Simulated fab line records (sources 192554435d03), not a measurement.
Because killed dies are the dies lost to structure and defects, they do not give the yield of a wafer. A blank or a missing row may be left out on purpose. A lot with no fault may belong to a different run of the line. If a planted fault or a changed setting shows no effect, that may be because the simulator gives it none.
fab line records -- flow n5-finfet -- part 1 of 2: steps 1 to 22 of 29
[record] lots = 5, wafers = 15, last-day = 17
route steps=1938 shown DUMMY_REMOVAL@382 HKMG_FIN@385
lots that met no fault: taken from a fault-free run of the same line
start-h: the number of hours between the record's first day and the start of the first shown wafer of the lot -- wait-h: time in hours since the lot's previous step -- " same as the row above -- L1.1+2: one row covering several wafers at once -- - no value present, or no start provided -- * or withheld: withheld -- < > ~ a bound
route shown NAME@n: names a module that has steps shown in the file, with the first one's number in the route -- usual: average and standard deviation across the fault-free wafers -- same: alike in all rows -- chamber/n: place in a boat -- sites: per-site readings -- _std_site: their standard deviation -- _edge_site: the outer-site mean with the inner-site mean subtracted -- radius-mm: for every site, how far away it sits from the centre of the wafer -- mask NAME#n: copy n -- behind: the tool/chamber that last shaped the wafer -- hold: cause of the lot's hold/its duration in hours/its outcome -- device: whichever transistor did not switch (one of n, p or np) -- end of line: tests of these same wafers at the route's end -- a step without rows: its recipe alone -- killed: dies lost to structure and defects at the first sort, not the wafer's yield -- map: a wafer's dies, x killed, . not, _ none there
set.NAME: setting as actually run; set.NAME@STEP: the setting as run at that earlier step -- model.NAME: the simulator's own value behind a step, which no gauge read
lots at selected steps of the route; one table per step, one row per wafer
services: from which hour (start-h, from the record's first day; less than 0 if before it) a tool's chamber was out of use, for how many hours, and why
[[steps]]
[step N5_DUMMY_REMOVAL_PRECLEAN_08]
[recipe] chemistry = NF3:NH3, afs-cycles = 2, temp-c = 30, time-s = 20, sublimation-temp-c = 180, sublimation-time-s = 60, pressure-torr = 3, rf-power-w = 30
[usual] pressure-torr = 3.000/0.0054
lot.wafer,tool,chamber,start-h,wait-h,pressure-torr
L075.1,remote-plasma-01,1,76.31,0.0,3.001
L075.3,remote-plasma-01,1,76.31,0.0,2.998
L075.6,remote-plasma-01,1,76.31,0.0,2.995
L079.2,remote-plasma-02,1,102.33,0.1,3.001
L079.4,remote-plasma-02,1,102.33,0.1,2.998
L079.6,remote-plasma-02,1,102.33,0.1,3.002
L089.2,remote-plasma-01,1,161.87,0.1,3.005
L089.3,remote-plasma-01,1,161.87,0.1,3.002
L089.4,remote-plasma-01,1,161.87,0.1,3.002
L092.3,remote-plasma-02,0,177.92,0.1,3.003
L092.4,remote-plasma-02,0,177.92,0.1,3.003
L092.6,remote-plasma-02,0,177.92,0.1,3.008
L095.2,remote-plasma-01,0,196.62,0.1,2.994
L095.5,remote-plasma-01,0,196.62,0.1,2.999
L095.6,remote-plasma-01,0,196.62,0.1,3.001
[step N5_DUMMY_REMOVAL_PRECLEAN_04]
[recipe] chemistry = DHF, time-s = 37, temp-c = 25, dilution = 500:1
lot.wafer,tool,chamber,start-h,wait-h
L075.1+3+6,wet-bench-01,"1,4,7",76.52,0.2
L079.2+4+6,wet-bench-02,"3,7,6",102.51,0.2
L089.2+3+4,wet-bench-01,"4,1,6",162.07,0.2
L092.3+4+6,wet-bench-02,"0,7,6",178.07,0.1
L095.2+5+6,wet-bench-02,"2,0,7",196.80,0.2
[step N5_DUMMY_REMOVAL_SRD_05]
[recipe] dry = ipa-marangoni, do-ppb = 5, time-s = 30, temp-c = 23, rinse-liquid = diw
lot.wafer,tool,chamber,start-h,wait-h
L075.1+3+6,wet-bench-01,"1,4,7",76.54,0.0
L079.2+4+6,wet-bench-02,"3,7,6",102.53,0.0
L089.2+3+4,wet-bench-01,"4,1,6",162.08,0.0
L092.3+4+6,wet-bench-02,"0,7,6",178.10,0.0
L095.2+5+6,wet-bench-02,"2,0,7",196.81,0.0
[step N5_HKMG_FIN_IL_REGROW_00]
[recipe] material = SiO2, target-thk-a = 7.5, chemistry = O3, temp-c = withheld, time-s = 30
lot.wafer,tool,chamber,start-h,wait-h
L075.1+3+6,ald-hk-01,"0,3,0",76.58,0.0
L079.2+4+6,ald-hk-02,"2,3,0",102.57,0.0
L089.2+3+4,ald-hk-01,"3,1,0",162.13,0.0
L092.3+4+6,ald-hk-01,"1,3,1",178.16,0.0
L095.2+5+6,ald-hk-02,"2,3,2",196.86,0.0
[step N5_HKMG_FIN_HK_ALD_01]
[recipe] material = HfO2, target-thk-a = 16, temp-c = withheld, ald-precursor-family = HfCl4, ald-co-reactant = H2O, pulse-time-s = 3, purge-time-s = 3, co-reactant-purge-time-s = 2.5, co-reactant-pulse-time-s = 0.3, ald-cycles = 30
[usual] precursor-pulse-height-rel = 1.001/0.021
[same] co-reactant-pulse-time-s = 0.3
lot.wafer,tool,chamber,start-h,wait-h,precursor-pulse-height-rel
L075.1,ald-hk-01,0,76.63,0.0,1.013
L075.3,ald-hk-01,3,76.63,0.0,0.994
L075.6,ald-hk-01,0,76.63,0.0,0.981
L079.2,ald-hk-02,2,102.62,0.0,0.997
L079.4,ald-hk-02,3,102.62,0.0,1.002
L079.6,ald-hk-02,0,102.62,0.0,0.998
L089.2,ald-hk-01,3,162.18,0.0,0.961
L089.3,ald-hk-01,1,162.18,0.0,0.992
L089.4,ald-hk-01,0,162.18,0.0,1.022
L092.3,ald-hk-01,1,178.21,0.0,0.978
L092.4,ald-hk-01,3,178.21,0.0,0.972
L092.6,ald-hk-01,1,178.21,0.0,1.014
L095.2,ald-hk-02,2,197.06,0.1,0.985
L095.5,ald-hk-02,3,197.06,0.1,0.985
L095.6,ald-hk-02,2,197.06,0.1,1.023
[step N5_HKMG_FIN_HK_ANNEAL_02]
[recipe] temp-c = 700, time-s = 30, ambient = N2, idle-temp-c = 600, ramp-up-c-per-s = 150, ramp-down-c-per-s = 60, cool-to-c = 600
[usual] lamp-power-pct = 8.80/0.052, lamp_zone_4_pct = 8.796/0.011, wafer_temp_C_max = 702.9/0.66
lot.wafer,tool,chamber,start-h,wait-h,lamp-power-pct,lamp_zone_4_pct,wafer_temp_C_max
L075.1,rtp-anneal-01,0,76.82,0.1,8.80,8.805,702.8
L075.3,rtp-anneal-01,0,76.82,0.1,8.84,8.811,702.6
L075.6,rtp-anneal-01,0,76.82,0.1,8.81,8.788,703.1
L079.2,rtp-anneal-01,0,102.84,0.1,8.70,8.793,702.4
L079.4,rtp-anneal-01,0,102.84,0.1,8.77,8.783,702.6
L079.6,rtp-anneal-01,0,102.84,0.1,8.87,8.791,702.3
L089.2,rtp-anneal-01,0,162.39,0.1,8.85,8.813,702.4
L089.3,rtp-anneal-01,0,162.39,0.1,8.78,8.802,703.7
L089.4,rtp-anneal-01,0,162.39,0.1,8.81,8.786,703.3
L092.3,rtp-anneal-02,0,178.46,0.2,8.84,8.780,702.8
L092.4,rtp-anneal-02,0,178.46,0.2,8.79,8.800,702.5
L092.6,rtp-anneal-02,0,178.46,0.2,8.84,8.793,701.7
L095.2,rtp-anneal-01,0,197.74,0.4,8.82,8.781,702.0
L095.5,rtp-anneal-01,0,197.74,0.4,8.75,8.807,702.9
L095.6,rtp-anneal-01,0,197.74,0.4,8.78,8.791,702.7
[step N5_HKMG_FIN_ALD_74]
[recipe] material = La2O3, target-thk-a = 5, temp-c = 250, ald-precursor-family = La-Cp, ald-co-reactant = O3, pulse-time-s = 6, co-reactant-pulse-time-s = 1, purge-time-s = 3, co-reactant-purge-time-s = 3
[usual] heater-power-w = 337/39, precursor-pulse-height-rel = 0.998/0.019
[same] co-reactant-pulse-time-s = 1
lot.wafer,tool,chamber,start-h,wait-h,heater-power-w,precursor-pulse-height-rel
L075.1,ald-hk-03,0,77.05,0.2,335,1.001
L075.3,ald-hk-03,1,77.05,0.2,293,0.978
L075.6,ald-hk-03,0,77.05,0.2,343,1.012
L079.2,ald-hk-01,3,103.04,0.2,352,1.023
L079.4,ald-hk-01,2,103.04,0.2,381,0.990
L079.6,ald-hk-01,1,103.04,0.2,378,0.977
L089.2,ald-hk-02,1,162.58,0.2,374,1.010
L089.3,ald-hk-02,0,162.58,0.2,391,1.005
L089.4,ald-hk-02,3,162.58,0.2,364,1.038
L092.3,ald-hk-03,3,178.61,0.1,348,0.989
L092.4,ald-hk-03,1,178.61,0.1,291,0.974
L092.6,ald-hk-03,2,178.61,0.1,261,1.007
L095.2,ald-hk-03,1,197.92,0.2,291,1.015
L095.5,ald-hk-03,0,197.92,0.2,335,1.014
L095.6,ald-hk-03,1,197.92,0.2,284,1.004
[step N5_HKMG_FIN_ALD_75]
[recipe] material = Al2O3, target-thk-a = 10, temp-c = 150, ald-precursor-family = TMA, ald-co-reactant = H2O, pulse-time-s = withheld, co-reactant-pulse-time-s = 1
[usual] heater-power-w = 146/17, precursor-pulse-height-rel = 1.000/0.019
lot.wafer,tool,chamber,start-h,wait-h,heater-power-w,precursor-pulse-height-rel
L075.1,ald-hk-03,0,77.20,0.1,146,1.001
L075.3,ald-hk-03,1,77.20,0.1,126,1.009
L075.6,ald-hk-03,0,77.20,0.1,147,0.998
L079.2,ald-hk-01,3,103.19,0.1,151,1.000
L079.4,ald-hk-01,2,103.19,0.1,163,1.000
L079.6,ald-hk-01,1,103.19,0.1,167,1.003
L089.2,ald-hk-02,1,162.66,0.0,161,0.979
L089.3,ald-hk-02,0,162.66,0.0,168,0.959
L089.4,ald-hk-02,3,162.66,0.0,158,1.014
L092.3,ald-hk-03,3,178.69,0.0,150,0.997
L092.4,ald-hk-03,1,178.69,0.0,125,1.041
L092.6,ald-hk-03,2,178.69,0.0,113,1.014
L095.2,ald-hk-03,1,198.00,0.0,127,0.984
L095.5,ald-hk-03,0,198.00,0.0,145,1.008
L095.6,ald-hk-03,1,198.00,0.0,125,1.009
[step N5_HKMG_FIN_COAT_41]
[recipe] resist = SOC, temp-c = 250, time-s = 60, spin-rpm = 1500, resist-thk-nm = 300
[usual] exhaust-pa = 45.0/0.95
lot.wafer,tool,chamber,start-h,wait-h,exhaust-pa
L075.1,litho-track-05,0,77.39,-,45.4
L075.3,litho-track-05,0,77.39,-,45.6
L075.6,litho-track-05,0,77.39,-,45.4
L079.2,litho-track-04,0,103.36,-,43.1
L079.4,litho-track-04,0,103.36,-,44.1
L079.6,litho-track-04,0,103.36,-,43.4
L089.2,litho-track-04,0,162.75,-,45.4
L089.3,litho-track-04,0,162.75,-,45.0
L089.4,litho-track-04,0,162.75,-,45.3
L092.3,litho-track-03,0,178.79,-,45.5
L092.4,litho-track-03,0,178.79,-,44.9
L092.6,litho-track-03,0,178.79,-,45.1
L095.2,litho-track-03,0,198.10,-,44.4
L095.5,litho-track-03,0,198.10,-,44.9
L095.6,litho-track-03,0,198.10,-,45.4
[step N5_HKMG_FIN_COAT_42]
[recipe] resist = SiARC, temp-c = 220, time-s = 60, spin-rpm = 1500, resist-thk-nm = 35
[usual] exhaust-pa = 44.8/0.92
lot.wafer,tool,chamber,start-h,wait-h,exhaust-pa
L075.1,litho-track-05,0,-,-,44.6
L075.3,litho-track-05,0,-,-,44.1
L075.6,litho-track-05,0,-,-,45.3
L079.2,litho-track-04,0,-,-,43.8
L079.4,litho-track-04,0,-,-,45.0
L079.6,litho-track-04,0,-,-,45.0
L089.2,litho-track-04,0,-,-,45.0
L089.3,litho-track-04,0,-,-,45.0
L089.4,litho-track-04,0,-,-,45.6
L092.3,litho-track-03,0,-,-,45.2
L092.4,litho-track-03,0,-,-,44.5
L092.6,litho-track-03,0,-,-,45.3
L095.2,litho-track-03,0,-,-,44.1
L095.5,litho-track-03,0,-,-,44.1
L095.6,litho-track-03,0,-,-,44.3
[step N5_HKMG_FIN_COAT_43]
[recipe] resist = CAR-ArF, spin-rpm = 1500, resist-thk-nm = 90
[usual] exhaust-pa = 44.9/0.89
lot.wafer,tool,chamber,start-h,wait-h,exhaust-pa
L075.1,litho-track-05,0,-,-,45.4
L075.3,litho-track-05,0,-,-,44.5
L075.6,litho-track-05,0,-,-,45.6
L079.2,litho-track-04,0,-,-,44.3
L079.4,litho-track-04,0,-,-,45.5
L079.6,litho-track-04,0,-,-,46.6
L089.2,litho-track-04,0,-,-,44.6
L089.3,litho-track-04,0,-,-,44.3
L089.4,litho-track-04,0,-,-,44.4
L092.3,litho-track-03,0,-,-,44.1
L092.4,litho-track-03,0,-,-,46.0
L092.6,litho-track-03,0,-,-,45.0
L095.2,litho-track-03,0,-,-,45.1
L095.5,litho-track-03,0,-,-,44.5
L095.6,litho-track-03,0,-,-,45.5
[step N5_HKMG_FIN_EBR_45]
[recipe] solvent = PGMEA, ebr-width-mm = 1.5
[usual] exhaust-pa = 45.0/0.89
lot.wafer,tool,chamber,start-h,wait-h,exhaust-pa
L075.1,litho-track-05,0,-,-,44.1
L075.3,litho-track-05,0,-,-,45.0
L075.6,litho-track-05,0,-,-,46.0
L079.2,litho-track-04,0,-,-,45.9
L079.4,litho-track-04,0,-,-,45.7
L079.6,litho-track-04,0,-,-,45.5
L089.2,litho-track-04,0,-,-,44.6
L089.3,litho-track-04,0,-,-,45.1
L089.4,litho-track-04,0,-,-,45.9
L092.3,litho-track-03,0,-,-,45.2
L092.4,litho-track-03,0,-,-,45.5
L092.6,litho-track-03,0,-,-,45.7
L095.2,litho-track-03,0,-,-,44.3
L095.5,litho-track-03,0,-,-,43.4
L095.6,litho-track-03,0,-,-,45.0
[step N5_HKMG_FIN_SOFTBAKE_44]
[recipe] temp-c = 110, time-s = 60, resist = CAR-ArF
[usual] exhaust-pa = 44.8/0.78
lot.wafer,tool,chamber,start-h,wait-h,exhaust-pa
L075.1,litho-track-05,0,-,-,44.4
L075.3,litho-track-05,0,-,-,44.9
L075.6,litho-track-05,0,-,-,44.2
L079.2,litho-track-04,0,-,-,43.6
L079.4,litho-track-04,0,-,-,44.0
L079.6,litho-track-04,0,-,-,43.1
L089.2,litho-track-04,0,-,-,44.8
L089.3,litho-track-04,0,-,-,44.4
L089.4,litho-track-04,0,-,-,45.8
L092.3,litho-track-03,0,-,-,45.0
L092.4,litho-track-03,0,-,-,45.3
L092.6,litho-track-03,0,-,-,45.1
L095.2,litho-track-03,0,-,-,45.4
L095.5,litho-track-03,0,-,-,45.0
L095.6,litho-track-03,0,-,-,43.8
[step N5_HKMG_FIN_EXPOSE_46]
[recipe] mask-id = NDIPOLE, na = 1.35, source-shape = conventional, sigma-outer = 0.8, polarization = unpolarized, dose-mj = 40
lot.wafer,tool,chamber,start-h,wait-h,mask
L075.1+3+6,arfi-scanner-03,0,77.63,-,NDIPOLE#0
L079.2+4+6,arfi-scanner-02,0,103.49,-,NDIPOLE#0
L089.2+3+4,arfi-scanner-03,0,163.00,-,NDIPOLE#0
L092.3+4+6,arfi-scanner-02,0,179.05,-,NDIPOLE#0
L095.2+5+6,arfi-scanner-02,0,198.22,-,NDIPOLE#0
[step N5_HKMG_FIN_PEB_47]
[recipe] peb-temp-c = withheld, peb-time-s = 60, resist = CAR-ArF
[usual] exhaust-pa = 44.9/0.83
lot.wafer,tool,chamber,start-h,wait-h,exhaust-pa
L075.1,litho-track-05,0,77.69,0.1,43.6
L075.3,litho-track-05,0,77.69,0.1,43.5
L075.6,litho-track-05,0,77.69,0.1,44.4
L079.2,litho-track-05,0,103.54,0.0,44.9
L079.4,litho-track-05,0,103.54,0.0,45.0
L079.6,litho-track-05,0,103.54,0.0,44.4
L089.2,litho-track-04,0,163.06,0.0,46.0
L089.3,litho-track-04,0,163.06,0.0,44.9
L089.4,litho-track-04,0,163.06,0.0,44.1
L092.3,litho-track-04,0,179.09,0.0,44.6
L092.4,litho-track-04,0,179.09,0.0,44.2
L092.6,litho-track-04,0,179.09,0.0,44.2
L095.2,litho-track-04,0,198.27,0.0,46.7
L095.5,litho-track-04,0,198.27,0.0,45.8
L095.6,litho-track-04,0,198.27,0.0,45.6
[step N5_HKMG_FIN_DEVELOP_48]
[recipe] develop-time-s = 30, developer = TMAH, resist = CAR-ArF, rinse-liquid = diw, dry = air-spin, dev-temp-c = 23
[usual] exhaust-pa = 45.0/0.84
lot.wafer,tool,chamber,start-h,wait-h,exhaust-pa
L075.1,litho-track-05,0,-,-,45.4
L075.3,litho-track-05,0,-,-,45.1
L075.6,litho-track-05,0,-,-,44.9
L079.2,litho-track-05,0,-,-,45.5
L079.4,litho-track-05,0,-,-,45.1
L079.6,litho-track-05,0,-,-,47.1
L089.2,litho-track-04,0,-,-,43.7
L089.3,litho-track-04,0,-,-,45.3
L089.4,litho-track-04,0,-,-,44.4
L092.3,litho-track-04,0,-,-,43.8
L092.4,litho-track-04,0,-,-,46.0
L092.6,litho-track-04,0,-,-,43.8
L095.2,litho-track-04,0,-,-,45.7
L095.5,litho-track-04,0,-,-,45.1
L095.6,litho-track-04,0,-,-,44.6
[step N5_HKMG_FIN_CD_MEAS_49]
[recipe] target-cd-nm = 202, landing-energy-ev = 500, detector = se-inlens, polarity = opening
[usual] cd-nm = 202.3/0.65
lot.wafer,tool,chamber,start-h,wait-h,cd-nm
L075.1,cd-sem-03,0,77.75,-,202.2
L075.3,cd-sem-03,0,77.75,-,202.1
L075.6,cd-sem-03,0,77.75,-,202.8
L079.2,cd-sem-03,0,103.61,-,201.8
L079.4,cd-sem-03,0,103.61,-,201.9
L079.6,cd-sem-03,0,103.61,-,202.1
L089.2,cd-sem-02,0,163.12,-,204.0
L089.3,cd-sem-02,0,163.12,-,202.3
L089.4,cd-sem-02,0,163.12,-,202.7
L092.3,cd-sem-03,0,179.16,-,202.3
L092.4,cd-sem-03,0,179.16,-,202.7
L092.6,cd-sem-03,0,179.16,-,202.4
L095.2,cd-sem-01,0,198.34,-,201.3
L095.5,cd-sem-01,0,198.34,-,201.9
L095.6,cd-sem-01,0,198.34,-,200.8
[step N5_HKMG_FIN_OVL_MEAS_50]
[recipe] points-per-wafer = 44
[usual] NDIPOLE_OVL = -0.1/0.69
lot.wafer,tool,chamber,start-h,wait-h,NDIPOLE_OVL[nm]
L075.1,overlay-02,0,77.78,0.0,-0.2
L075.3,overlay-02,0,77.78,0.0,-0.2
L075.6,overlay-02,0,77.78,0.0,-1.0
L079.2,overlay-01,0,103.63,0.0,0.1
L079.4,overlay-01,0,103.63,0.0,-0.7
L079.6,overlay-01,0,103.63,0.0,0.8
L089.2,overlay-02,0,163.15,0.0,0.2
L089.3,overlay-02,0,163.15,0.0,0.1
L089.4,overlay-02,0,163.15,0.0,0.5
L092.3,overlay-01,0,179.20,0.0,-0.6
L092.4,overlay-01,0,179.20,0.0,0.2
L092.6,overlay-01,0,179.20,0.0,0.0
L095.2,overlay-01,0,198.37,0.0,-0.1
L095.5,overlay-01,0,198.37,0.0,0.9
L095.6,overlay-01,0,198.37,0.0,1.2
[step N5_HKMG_FIN_INSPECT_61]
[recipe] mode = adi, inspect-instrument = macro
[usual] raw-defect-count = 2.1/1.5
lot.wafer,tool,chamber,start-h,wait-h,raw-defect-count
L075.1,defect-inspect-01,-,77.81,0.0,2
L075.3,defect-inspect-01,-,77.81,0.0,2
L075.6,defect-inspect-01,-,77.81,0.0,3
L079.2,defect-inspect-02,-,103.66,0.0,3
L079.4,defect-inspect-02,-,103.66,0.0,4
L079.6,defect-inspect-02,-,103.66,0.0,2
L089.2,defect-inspect-01,-,163.18,0.0,2
L089.3,defect-inspect-01,-,163.18,0.0,2
L089.4,defect-inspect-01,-,163.18,0.0,3
L092.3,defect-inspect-02,-,179.23,0.0,2
L092.4,defect-inspect-02,-,179.23,0.0,2
L092.6,defect-inspect-02,-,179.23,0.0,2
L095.2,defect-inspect-01,-,198.40,0.0,1
L095.5,defect-inspect-01,-,198.40,0.0,1
L095.6,defect-inspect-01,-,198.40,0.0,6
[step N5_HKMG_FIN_DESCUM_53]
[recipe] chemistry = O2, time-s = 7.9, source-power-w = 50, bias-power-w = 20, pressure-mtorr = 20, rf-frequency-hz = 2.712e+07, temp-c = 40, resist = CAR-ArF, o2-flow-sccm = 225
[usual] chamber-pressure-mTorr = 19.999/0.017, drypump-motor-current-A = 5.6/0.45, oes-product-au = 0.76/0.063, rf-vpp-V = 243.5/1.1, showerhead-plenum-p-Torr = 2.13/0.056, throttle-valve-pct = 20.40/0.2
lot.wafer,tool,chamber,start-h,wait-h,chamber-pressure-mTorr,drypump-motor-current-A,oes-product-au,rf-hours-counter-h,rf-vpp-V,showerhead-plenum-p-Torr,throttle-valve-pct
L075.1,rie-diel-01,1,77.99,0.2,19.980,5.0,0.71,198,244.0,2.19,20.51
L075.3,rie-diel-01,3,77.99,0.2,20.023,6.2,0.92,7,243.7,2.21,20.03
L075.6,rie-diel-01,1,77.99,0.2,20.001,5.0,0.71,-,244.7,2.19,20.51
L079.2,rie-diel-01,2,103.69,0.0,19.972,4.8,0.74,151,241.5,2.02,20.57
L079.4,rie-diel-01,3,103.69,0.0,20.011,6.2,0.89,15,245.0,2.21,20.05
L079.6,rie-diel-01,2,103.69,0.0,20.006,4.8,0.74,-,241.6,2.02,20.57
L089.2,rie-diel-03,0,163.21,0.0,19.999,5.3,0.80,99,245.9,2.21,20.19
L089.3,rie-diel-03,1,163.21,0.0,19.987,5.4,0.76,134,243.4,2.10,20.14
L089.4,rie-diel-03,2,163.21,0.0,20.014,5.2,0.77,161,244.5,2.09,20.22
L092.3,rie-diel-04,3,179.50,0.3,20.002,5.9,0.71,207,244.4,2.17,20.45
L092.4,rie-diel-04,1,179.50,0.3,20.017,6.0,0.86,42,242.9,2.13,20.56
L092.6,rie-diel-04,2,179.50,0.3,20.014,6.1,0.69,-,241.5,2.07,20.38
L095.2,rie-diel-04,1,198.43,0.0,20.015,6.0,0.85,47,242.2,2.13,20.57
L095.5,rie-diel-04,3,198.43,0.0,19.984,5.9,0.71,-,244.8,2.17,20.45
L095.6,rie-diel-04,2,198.43,0.0,20.014,6.1,0.68,-,241.9,2.07,20.39
[step N5_HKMG_FIN_ETCH_54]
[recipe] chemistry = CF4, target = SiARC, target-depth-a = 455, mask-material = CAR-ArF, time-s = 75.8, ion-energy-ev = 80, pressure-mtorr = 40, source-w = 545, bias-w = 36, Ar_flow_sccm = 100, cf4-flow-sccm = 100, ends = cleared
[usual] chamber-pressure-mTorr = 40.00/0.041, drypump-motor-current-A = 5.6/0.45, etch-rf-on-time-s = 75.4/1.3, oes-product-au = 0.65/0.053, rf-vpp-V = 184.3/0.97, showerhead-plenum-p-Torr = 2.17/0.057, throttle-valve-pct = 15.56/0.14
lot.wafer,tool,chamber,start-h,wait-h,chamber-pressure-mTorr,drypump-motor-current-A,etch-rf-on-time-s,oes-product-au,rf-hours-counter-h,rf-vpp-V,showerhead-plenum-p-Torr,throttle-valve-pct
L075.1,rie-diel-01,1,78.03,0.0,40.01,5.1,72.7,0.63,198,184.6,2.21,15.56
L075.3,rie-diel-01,3,78.03,0.0,40.03,6.2,72.9,0.80,7,185.0,2.29,15.40
L075.6,rie-diel-01,1,78.03,0.0,39.99,5.1,72.5,0.63,-,184.3,2.21,15.56
L079.2,rie-diel-01,2,103.73,0.0,40.01,4.8,75.4,0.64,151,181.9,2.06,15.67
L079.4,rie-diel-01,3,103.73,0.0,40.00,6.2,73.3,0.78,15,184.4,2.28,15.40
L079.6,rie-diel-01,2,103.73,0.0,39.98,4.8,75.0,0.64,-,182.1,2.06,15.67
L089.2,rie-diel-03,0,163.25,0.0,40.04,5.3,75.9,0.69,99,185.0,2.24,15.33
L089.3,rie-diel-03,1,163.25,0.0,39.98,5.4,77.8,0.65,134,183.1,2.14,15.38
L089.4,rie-diel-03,2,163.25,0.0,39.98,5.2,73.3,0.67,161,184.0,2.14,15.51
L092.3,rie-diel-04,3,179.53,0.0,40.02,5.9,76.1,0.62,207,183.4,2.20,15.63
L092.4,rie-diel-04,1,179.53,0.0,40.01,6.0,75.8,0.72,42,183.9,2.17,15.65
L092.6,rie-diel-04,2,179.53,0.0,39.94,6.0,76.1,0.59,-,183.0,2.11,15.57
L095.2,rie-diel-04,1,198.46,0.0,39.98,6.0,75.1,0.72,47,185.4,2.17,15.63
L095.5,rie-diel-04,3,198.46,0.0,39.95,5.9,75.6,0.62,-,183.8,2.20,15.64
L095.6,rie-diel-04,2,198.46,0.0,39.99,6.1,76.3,0.59,-,183.5,2.11,15.60
[step N5_HKMG_FIN_ETCH_55]
[recipe] chemistry = N2/H2, target = SOC, target-depth-a = 2400, temp-c = 40, time-s = 300, ion-energy-ev = 200, mask-material = SiARC, pressure-mtorr = 30, source-w = 840, bias-w = 150, n2-flow-sccm = 200, h2-flow-sccm = 200
[usual] chamber-pressure-mTorr = 30.001/0.027, drypump-motor-current-A = 5.6/0.45, oes-product-au = 0.76/0.062, rf-vpp-V = 524.7/2.1, showerhead-plenum-p-Torr = 2.57/0.068, throttle-valve-pct = 17.74/0.19
lot.wafer,tool,chamber,start-h,wait-h,chamber-pressure-mTorr,drypump-motor-current-A,oes-product-au,rf-hours-counter-h,rf-vpp-V,showerhead-plenum-p-Torr,throttle-valve-pct
L075.1,rie-diel-01,1,78.08,0.0,30.012,5.1,0.74,199,526.3,2.64,17.82
L075.3,rie-diel-01,3,78.08,0.0,29.932,6.2,0.93,7,528.2,2.70,17.43
L075.6,rie-diel-01,1,78.08,0.0,30.057,5.1,0.73,-,524.9,2.64,17.82
L079.2,rie-diel-01,2,103.78,0.0,29.987,4.8,0.75,151,521.4,2.45,17.97
L079.4,rie-diel-01,3,103.78,0.0,29.996,6.2,0.91,15,528.4,2.70,17.44
L079.6,rie-diel-01,2,103.78,0.0,30.047,4.8,0.75,-,520.8,2.45,17.98
L089.2,rie-diel-03,0,163.30,0.0,29.992,5.3,0.81,99,527.7,2.66,17.46
L089.3,rie-diel-03,1,163.30,0.0,29.970,5.4,0.76,134,522.7,2.56,17.64
L089.4,rie-diel-03,2,163.30,0.0,30.027,5.2,0.78,162,524.4,2.52,17.56
L092.3,rie-diel-04,3,179.59,0.0,29.975,6.0,0.71,207,526.4,2.61,17.77
L092.4,rie-diel-04,1,179.59,0.0,29.970,6.0,0.86,42,524.5,2.60,17.91
L092.6,rie-diel-04,2,179.59,0.0,29.930,6.1,0.69,-,522.9,2.50,17.66
L095.2,rie-diel-04,1,198.52,0.0,29.984,6.0,0.85,47,525.5,2.59,17.89
L095.5,rie-diel-04,3,198.52,0.0,30.017,5.9,0.71,-,526.2,2.61,17.79
L095.6,rie-diel-04,2,198.52,0.0,30.053,6.1,0.69,-,522.7,2.50,17.67
